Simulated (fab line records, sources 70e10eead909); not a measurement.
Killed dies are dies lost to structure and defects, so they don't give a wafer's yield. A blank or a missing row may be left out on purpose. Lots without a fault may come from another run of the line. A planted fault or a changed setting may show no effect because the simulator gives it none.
A struck lot beside a sound one | flow nand_harc | 14 steps out of a route of 1302
Sound: wafers L496.2, L496.4, L496.5. Struck: wafers L504.4, L504.5, L504.6. The cause comes at the end.
At each step with rows: each side's tool, then ch and its chambers, then its first start. Under that, the readings that differ: sound wafers | struck wafers | difference of the means | sigmas: that difference in standard deviations of wafers without a fault.
alike: readings whose means differ by less than 2 such deviations, and words and numbers that are the same on both sides. not compared: withheld readings, readings that some wafer has no value for, bounds like >300 that may hide the same value, and numbers for which the record gives no deviation and whose values overlap.
The two part at a step that has a row with sigmas, a row that says differs or no value, or rows on one side only. Numbers that don't overlap but have no deviation are shown without sigmas and don't part them. A reading that every wafer of one side lacks parts them only if that side has two wafers or more.

NHARC_A_ONON_D2_THK_MEAS_05: measures by ellipsometry.
  sound on film_metro-02, day 13 05:06; struck on film_metro-01, day 16 15:03
  alike: thk_nm
then, 1 step without rows for these wafers: NHARC_A_ONON_D2_DEP_06 (target thk 1000 nm).
NHARC_A_ONON_D2_THK_MEAS_08: measures by ellipsometry.
  sound on film_metro-01, day 13 05:40; struck on film_metro-01, day 16 15:37
  alike: thk_nm
then, 1 step without rows for these wafers: NHARC_A_ONON_D2_DEP_09 (target thk 1000 nm).
NHARC_A_ONON_D2_THK_MEAS_11: measures by ellipsometry.
  sound on film_metro-02, day 13 06:14; struck on film_metro-01, day 16 16:11
  alike: thk_nm
then, 1 step without rows for these wafers: NHARC_A_ONON_D2_DEP_12 (target thk 1000 nm).
NHARC_A_ONON_D2_THK_MEAS_14: measures by ellipsometry.
  sound on film_metro-02, day 13 06:48; struck on film_metro-01, day 16 16:45
  alike: thk_nm
then, 2 steps without rows for these wafers: NHARC_A_ONON_D2_ANNEAL_15 (time 3600 s); NHARC_A_ONON_D2_DEP_16 (target thk 1000 nm).
NHARC_A_ONON_D2_THK_MEAS_18: measures by ellipsometry.
  sound on film_metro-01, day 13 15:08; struck on film_metro-01, day 17 01:05
  alike: thk_nm
then, 1 step without rows for these wafers: NHARC_A_ONON_D2_DEP_19 (target thk 1000 nm).
NHARC_A_ONON_D2_THK_MEAS_21: measures by ellipsometry.
  sound on film_metro-01, day 13 15:42; struck on film_metro-01, day 17 01:38
  alike: thk_nm
NHARC_A_ONON_D2_DEP_22: target thk 1000 nm.
  sound on pecvd_onon-04 ch 0, day 13 15:49; struck on pecvd_onon-04 ch 0, day 17 01:52
NHARC_A_ONON_D2_THK_MEAS_24: measures by ellipsometry.
  sound on film_metro-02, day 13 16:16; struck on film_metro-01, day 17 02:23
  reading     | sound          | struck      | difference | sigmas
  thk_nm (nm) | 1000 1001 1002 | 879 880 879 | -122       | -13
  not compared: hold

WHERE THEY PART
Only at NHARC_A_ONON_D2_THK_MEAS_24, within this record.

WHY: what the simulator had put in
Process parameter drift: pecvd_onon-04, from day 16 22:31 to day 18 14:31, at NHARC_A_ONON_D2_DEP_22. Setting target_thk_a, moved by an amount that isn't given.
